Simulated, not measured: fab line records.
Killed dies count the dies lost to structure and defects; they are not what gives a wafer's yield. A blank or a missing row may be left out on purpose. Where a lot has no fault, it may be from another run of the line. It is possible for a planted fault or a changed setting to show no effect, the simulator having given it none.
Chamber matching    flow nandHarc    4 sister chambers for NHARC_A_STAIRCASE_TRIM_229 on rieDiel-07
The step chemistry O2, time 211.2 s. 8 wafers are shown with their chamber, then 8 later ones without.

WAFERS WITH THEIR CHAMBER
wafer   chamber  drypumpMotorCurrentA (A)  showerheadPlenumPTorr (Torr)
L078.2  3        5.8                       3.37
L080.1  0        6.4                       3.30
L080.2  2        6.2                       3.29
L080.4  3        5.9                       3.37
L088.4  1        5.4                       3.60
L088.5  0        6.5                       3.29
L088.6  1        5.4                       3.60
L090.2  2        6.2                       3.80

WAFERS WITH NO CHAMBER GIVEN
wafer   drypumpMotorCurrentA (A)  showerheadPlenumPTorr (Torr)
L090.3  6.5                       3.29
L090.6  5.9                       3.35
L092.2  5.4                       3.60
L092.3  6.4                       3.28
L092.4  6.2                       3.79
L093.2  6.5                       3.28
L093.4  5.9                       3.34
L093.6  6.4                       3.28

WHICH CHAMBER EACH WENT THROUGH
wafer   from the rows above  in truth
L090.3  0                    0
L090.6  3                    3
L092.2  1                    1
L092.3  0                    0
L092.4  2                    2
L093.2  0                    0
L093.4  3                    3
L093.6  0                    0
8 of 8 placed correctly. Left unplaced by these rows: 0. Number placed wrongly: 0.
How it was worked out, from the rows above alone: a wafer's distance from a chamber is the root of the sum, over the readings, of the square of ((its reading less the chamber's mean) divided by the reading's scatter). If the next closest chamber is less than 2 further off than the closest, the wafer can't be placed; otherwise it belongs to the closest. Each chamber's mean is taken over the wafers shown for it. The scatter: take each reading less its chamber's mean, square it, sum over the shown wafers, divide by the number of wafers less the number of chambers, and take the root.
